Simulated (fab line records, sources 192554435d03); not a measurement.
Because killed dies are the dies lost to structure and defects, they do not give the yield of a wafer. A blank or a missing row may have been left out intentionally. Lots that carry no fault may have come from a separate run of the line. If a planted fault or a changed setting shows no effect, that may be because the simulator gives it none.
Which of the tools did it? | flow n5Finfet | 24 wafers from 9 lots sampled at 6 of the route's 1938 steps

WHAT THE GAUGES SHOWED, per wafer
N5_FIN_CUT_INSPECT_10: inspects for defects (brightfield).
lot  | measured    | on               | rawDefectCount
L823 | day 2 02:49 | defectInspect-02 | 45 46 73
L829 | day 3 16:16 | defectInspect-01 | 49 46
L831 | day 4 02:56 | defectInspect-02 | 50 34
L832 | day 4 08:47 | defectInspect-02 | 30 24 56
L835 | day 5 04:02 | defectInspect-02 | 40 35 56
L842 | day 7 02:53 | defectInspect-01 | 33 30 35
L844 | day 7 08:47 | defectInspect-02 | 94 47 62
L845 | day 7 17:41 | defectInspect-01 | 36 48
L846 | day 7 19:59 | defectInspect-01 | 39 60 34

N5_STI_FIN_REVEAL_FIN_H_MEAS_10.
lot  | measured    | on     | trenchDepthNm (nm)
L823 | day 2 13:20 | ocd-02 | 51.4 50.8 51.7
L829 | day 4 02:14 | ocd-01 | 41.5 41.4
L831 | day 4 12:43 | ocd-02 | 51.1 39.2
L832 | day 4 18:37 | ocd-02 | 52.0 40.9 51.8
L835 | day 5 15:40 | ocd-01 | 53.5 53.0 52.9
L842 | day 7 14:16 | ocd-01 | 52.6 52.1 52.0
L844 | day 7 18:49 | ocd-02 | 52.8 52.1 51.2
L845 | day 8 06:25 | ocd-01 | 51.7 51.7
L846 | day 8 11:09 | ocd-02 | 52.8 52.3 53.2

N5_BEOL_M4_RC_MEAS_101.
lot  | measured     | on        | DIBL_N (mV/V)  | DIBL_P (mV/V)  | IOFF_N (nA/um)    | IOFF_P (nA/um) | ION_N (uA/um) | ION_P (uA/um) | SS_N (mV/dec)  | SS_P (mV/dec)  | VT_N (mV)   | VT_P (mV)
L823 | day 8 07:52  | prober-02 | 36.7 37.2 35.3 | 36.3 36.8 34.4 | 0.153 0.171 0.142 | 0.21 0.23 0.18 | 667 673 666   | 459 459 461   | 71.6 71.7 71.2 | 72.7 73.6 72.6 | 251 250 252 | -252 -249 -251
L829 | day 10 00:43 | prober-01 | 36.2 35.3      | 37.5 36.8      | 0.178 0.169       | 0.24 0.22      | 685 686       | 470 475       | 71.6 70.8      | 72.9 72.9      | 246 247     | -247 -250
L831 | day 10 09:34 | prober-01 | 36.5 37.2      | 35.5 35.3      | 0.148 0.156       | 0.22 0.22      | 666 662       | 462 453       | 71.8 71.4      | 73.4 73.3      | 252 254     | -249 -246
L832 | day 10 08:38 | prober-01 | 34.8 36.7 36.9 | 33.6 35.2 35.2 | 0.122 0.161 0.152 | 0.17 0.18 0.19 | 652 677 675   | 450 459 450   | 71.1 71.2 71.0 | 73.1 73.7 72.9 | 255 248 253 | -256 -256 -256
L835 | day 11 12:53 | prober-01 | 35.4 34.8 34.9 | 35.9 35.0 34.9 | 0.176 0.153 0.155 | 0.23 0.21 0.21 | 693 682 678   | 478 471 470   | 71.7 70.9 70.7 | 73.7 73.1 73.3 | 246 249 248 | -247 -248 -250
L842 | day 12 22:20 | prober-01 | 34.8 36.9 36.3 | 33.1 36.3 35.8 | 0.112 0.160 0.146 | 0.18 0.23 0.22 | 654 682 679   | 458 474 468   | 71.0 71.2 71.5 | 72.4 73.0 72.6 | 255 248 250 | -251 -247 -249
L844 | day 14 00:05 | prober-02 | 31.0 36.2 37.6 | 29.9 35.2 38.5 | 0.093 0.162 0.201 | 0.14 0.20 0.26 | 657 678 679   | 459 460 464   | 69.6 71.8 71.5 | 71.6 73.4 73.3 | 255 248 249 | -254 -250 -248
L845 | day 14 00:10 | prober-01 | 36.4 37.0      | 38.0 39.4      | 0.163 0.172       | 0.20 0.22      | 666 676       | 459 464       | 71.1 71.1      | 73.1 73.1      | 246 249     | -252 -251
L846 | day 14 08:04 | prober-02 | 36.7 37.4 35.5 | 38.3 38.4 37.9 | 0.173 0.189 0.159 | 0.21 0.22 0.21 | 680 674 683   | 466 461 462   | 72.6 71.5 72.3 | 73.2 73.3 72.8 | 247 246 249 | -251 -251 -250

TOOL THAT RAN EACH LOT (tool first, then ch and the chambers of the sampled wafers, then the start)
lot  | N5_FIN_CUT_ETCH_20               | N5_STI_FIN_REVEAL_STRIP_24       | N5_STI_FIN_REVEAL_RECESS_09
L823 | rieDiel-02 ch 0,1,2, day 2 02:54 | rieDiel-01 ch 0,1,3, day 2 10:17 | vaporEtch-01 ch 0,1, day 2 10:38
L829 | rieDiel-02 ch 1,3, day 3 16:26   | rieDiel-01 ch 3, day 3 23:19     | vaporEtch-01 ch 0,1, day 3 23:32
L831 | rieDiel-02 ch 1, day 4 03:02     | rieDiel-06 ch 2,3, day 4 09:48   | vaporEtch-01 ch 0,1, day 4 10:01
L832 | rieDiel-04 ch 1,2, day 4 09:05   | rieDiel-06 ch 1,2, day 4 15:41   | vaporEtch-01 ch 0,1, day 4 15:55
L835 | rieDiel-05 ch 1,2, day 5 04:08   | rieDiel-01 ch 2,3, day 5 12:39   | vaporEtch-02 ch 0,1, day 5 12:52
L842 | rieDiel-04 ch 0,1,3, day 7 02:58 | rieDiel-03 ch 0,1,3, day 7 11:21 | vaporEtch-01 ch 0,1, day 7 12:06
L844 | rieDiel-04 ch 0,1,3, day 7 08:52 | rieDiel-06 ch 0,1,2, day 7 15:53 | vaporEtch-01 ch 0,1, day 7 16:06
L845 | rieDiel-04 ch 1,2, day 7 17:47   | rieDiel-01 ch 0,3, day 8 03:32   | vaporEtch-02 ch 0,1, day 8 04:46
L846 | rieDiel-05 ch 0,1,3, day 7 20:05 | rieDiel-06 ch 0,1,3, day 8 06:39 | vaporEtch-01 ch 0, day 8 06:52
- N5_FIN_CUT_ETCH_20: etches SiARC in CF4, target depth 26 nm, time 43.3 s.
- N5_STI_FIN_REVEAL_STRIP_24: strips in N2/H2, time 90 s.
- N5_STI_FIN_REVEAL_RECESS_09: chemistry HF/NH3, target SiO2, afs cycles 11, target depth 42.5 nm, sublimation time 60 s.

WHAT THE TOOLS THEMSELVES READ (means of the sampled wafers that have a number; where no wafer has one, the mark that the record gives instead)
N5_FIN_CUT_ETCH_20.
lot  | tool       | cf4FlowSccm (sccm) | chamberPressureMTorr (mTorr) | drypumpMotorCurrentA (A) | etchRfOnTimeS (s) | oesProductAu (a.u.) | rfVppV (V) | showerheadPlenumPTorr (Torr) | throttleValvePct (%)
L823 | rieDiel-02 | 100.1              | 39.96                        | 5.3                      | 44.2              | 0.63                | 183.7      | 2.13                         | 15.55
L829 | rieDiel-02 | 99.7               | 40.00                        | 5.0                      | 44.6              | 0.61                | 185.5      | 2.21                         | 15.71
L831 | rieDiel-02 | 99.9               | 39.97                        | 4.9                      | 44.9              | 0.59                | 184.1      | 2.20                         | 15.67
L832 | rieDiel-04 | 99.8               | 40.00                        | 5.7                      | 43.2              | 0.64                | 184.2      | 2.13                         | 15.70
L835 | rieDiel-05 | 99.8               | 40.01                        | 5.6                      | 42.9              | 0.71                | 183.3      | 2.16                         | 15.47
L842 | rieDiel-04 | 100.0              | 39.99                        | 5.6                      | 42.7              | 0.76                | 184.8      | 2.14                         | 15.44
L844 | rieDiel-04 | 100.0              | 39.99                        | 5.7                      | 43.1              | 0.75                | 183.4      | 2.14                         | 15.45
L845 | rieDiel-04 | 99.8               | 40.00                        | 5.8                      | 42.5              | 0.79                | 183.6      | 2.14                         | 15.46
L846 | rieDiel-05 | 100.1              | 40.01                        | 5.8                      | 43.3              | 0.70                | 184.4      | 2.16                         | 15.60

N5_STI_FIN_REVEAL_STRIP_24.
lot  | tool       | chamberPressureMTorr (mTorr) | drypumpMotorCurrentA (A) | oesProductAu (a.u.) | rfVppV (V) | showerheadPlenumPTorr (Torr) | throttleValvePct (%)
L823 | rieDiel-01 | 100.00                       | 6.2                      | 0.75                | 46.1       | 3.41                         | 12.09
L829 | rieDiel-01 | 100.02                       | 6.6                      | 0.72                | 44.9       | 3.48                         | 12.38
L831 | rieDiel-06 | 100.03                       | 5.8                      | 0.70                | 45.0       | 3.27                         | 12.44
L832 | rieDiel-06 | 99.93                        | 6.4                      | 0.73                | 45.2       | 3.40                         | 12.34
L835 | rieDiel-01 | 99.99                        | 6.1                      | 0.77                | 46.3       | 3.52                         | 12.25
L842 | rieDiel-03 | 100.10                       | 5.6                      | 0.81                | 44.4       | 3.39                         | 12.05
L844 | rieDiel-06 | 99.97                        | 6.2                      | 0.71                | 45.7       | 3.43                         | 12.35
L845 | rieDiel-01 | 100.13                       | 6.5                      | 0.73                | 45.2       | 3.50                         | 12.25
L846 | rieDiel-06 | 100.04                       | 5.9                      | 0.79                | 45.9       | 3.51                         | 12.13

N5_STI_FIN_REVEAL_RECESS_09.
lot  | tool         | drypumpMotorCurrentA (A)
L823 | vaporEtch-01 | 5.5
L829 | vaporEtch-01 | 5.7
L831 | vaporEtch-01 | 5.7
L832 | vaporEtch-01 | 5.8
L835 | vaporEtch-02 | 6.0
L842 | vaporEtch-01 | 5.4
L844 | vaporEtch-01 | 5.4
L845 | vaporEtch-02 | 5.9
L846 | vaporEtch-01 | 5.0

THE ANSWER, worked out from the rows above alone
Rule: the lots themselves supply what counts as usual. Put in order of their means at a reading, lots are off if they are a third of the lots or fewer, leave a main group of 4 or more, and stand apart from it by a gap of 3 or more times the standard deviation of the main group's means; of several such gaps the widest counts. A main group is skipped when, at the precision printed for the reading in the tables above, its means are all equal. Also off: a lot with no number at a reading for which 4 or more lots have one. Where the step has rows for the other lots, those lots are counted as sound. After the gauges, taken in route order, come the tools' own readings; for these a lot's mean is taken, as printed above. At the first step where some lot is off, the reading lying furthest off is the one used; lots without a number count as furthest.
Off: L829, L831, L832 (N5_STI_FIN_REVEAL_FIN_H_MEAS_10, trenchDepthNm). The main group has a mean of 52.2 nm with a standard deviation of 0.62.
A tool fits if, at a process step before that reading, it ran every lot that is off, and no sound lot after the first of them. Gauges at N5_STI_FIN_REVEAL_FIN_H_MEAS_10: tried the same way as those tools. Of those tried, none fits.

WHAT THE SIMULATOR PUT IN
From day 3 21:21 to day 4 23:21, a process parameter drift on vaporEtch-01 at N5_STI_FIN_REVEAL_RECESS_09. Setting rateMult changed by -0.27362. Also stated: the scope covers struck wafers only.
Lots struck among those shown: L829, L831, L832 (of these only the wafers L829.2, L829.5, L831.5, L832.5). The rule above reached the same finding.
